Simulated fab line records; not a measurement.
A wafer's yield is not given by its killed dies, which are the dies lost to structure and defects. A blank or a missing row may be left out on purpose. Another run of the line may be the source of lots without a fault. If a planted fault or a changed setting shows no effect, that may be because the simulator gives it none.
A struck lot beside a sound one -- flow n5 finfet -- 15 steps out of a route of 1938
Sound: wafers L516.3, L516.4, L516.6. Struck: wafer L532.5 (left out: L532.3, L532.4 of the same lot, which were not struck); the cause appears at the end.
Order at every step that has rows: each side's tool, ch and its chambers, its first start. Under that, the readings that differ: sound wafers -- struck wafers -- difference of the means -- sigmas: that difference in standard deviations of wafers without a fault.
alike: readings with means less than 2 such deviations apart, plus words and numbers identical on both sides. not compared: withheld readings, readings lacking a value on some wafer, bounds such as >300 that could conceal the same value, and numbers that have no deviation in the record and whose values overlap.
A row with sigmas, a row that says differs or no value, or rows on one side alone: a step with any of these is where the two part. Non-overlapping numbers with no deviation appear without sigmas and do not part them. A reading that every wafer of one side lacks parts them only if that side has two wafers or more.

first, 7 steps without rows for these wafers: N5_PASSIVATION_COAT_38; N5_PASSIVATION_EBR_40; N5_PASSIVATION_SOFTBAKE_39 (time 120 s); N5_PASSIVATION_EXPOSE_41 (exposes mask PASS OPEN, defocus 0 nm, target cd 40000 nm); N5_PASSIVATION_PEB_42; N5_PASSIVATION_DEVELOP_43 (develop time 60 s); N5_PASSIVATION_HARDBAKE_45 (time 120 s).
N5_PASSIVATION_CD_MEAS_44: the cd target is 40000 nm.
  sound on cd sem-03 ch 0, day 13 16:34; struck on cd sem-03 ch 0, day 17 04:10
  alike: cd nm
N5_PASSIVATION_OVL_MEAS_66:
  sound on overlay-01 ch 0, day 13 16:36; struck on overlay-01 ch 0, day 17 04:11
  alike: PASS_OPEN_OVL
N5_PASSIVATION_INSPECT_67: inspects for defects (macro).
  struck on defect inspect-01, day 17 04:13; sound on defect inspect-02, day 13 16:37
  alike: raw defect count
N5_PASSIVATION_DESCUM_46: chemistry O2, time 7.9 s.
  sound on rie diel-04 ch 0,1,2, day 13 17:00; struck on rie diel-01 ch 1, day 17 04:14
reading,sound,struck,difference,sigmas
throttle valve pct (%),20.7 19.9 20.0,20.9,+0.7,+2
  alike: drypump motor current A, oes product au, rf vpp V, showerhead plenum p Torr
  not compared: rf hours counter h
N5_PASSIVATION_PASS_ETCH_47: etches SiNx in CF4/O2, target depth 770 nm, time 385 s.
  sound on rie diel-04 ch 0,1,2, day 13 17:02; struck on rie diel-01 ch 1, day 17 04:17
  alike: drypump motor current A, oes_f_703_au, oes product au, rf vpp V, showerhead plenum p Torr, throttle valve pct
  not compared: rf hours counter h
N5_PASSIVATION_ETCH_54: etches SiO2 in CHF3/O2, target depth 880 nm, time 440 s.
  sound on rie diel-04 ch 0,1,2, day 13 17:16; struck on rie diel-01 ch 1, day 17 04:31
reading,sound,struck,difference,sigmas
model.etch.depth nm (nm),873.3 897.9 883.2,959,+74,
model.PASSIVATION.feature depth nm (nm),873.2 897.8 883.2,959,+74,
  alike: CHF3_flow_sccm, drypump motor current A, oes_f_703_au, oes product au, rf vpp V, showerhead plenum p Torr, throttle valve pct
  not compared: rf hours counter h
N5_PASSIVATION_STRIP_48: strips in O2.
  sound on rie diel-04 ch 0,1,2, day 13 17:33; struck on rie diel-01 ch 1, day 17 04:47
  alike: drypump motor current A, oes product au, rf vpp V, showerhead plenum p Torr, throttle valve pct
  not compared: rf hours counter h
N5_PASSIVATION_PROBE_49:
  struck on prober-01, day 17 07:29; sound on prober-02, day 13 20:10
  alike: defect limited yield, killed_at_M0_to_M3, killed_at_M4_up, killed at contacts, killed at front end, killed at other, killed dies, killed open, killed short, sort_bin_5_function, sort_bin_6_memory, sort n pass, sort yield pct

== WHERE THEY PART ==
Only at N5_PASSIVATION_DESCUM_46, as far as this record shows. Later steps at which nothing parts them and some readings are alike: N5_PASSIVATION_PASS_ETCH_47, N5_PASSIVATION_ETCH_54, N5_PASSIVATION_STRIP_48, N5_PASSIVATION_PROBE_49.

WHY: the cause the simulator had injected
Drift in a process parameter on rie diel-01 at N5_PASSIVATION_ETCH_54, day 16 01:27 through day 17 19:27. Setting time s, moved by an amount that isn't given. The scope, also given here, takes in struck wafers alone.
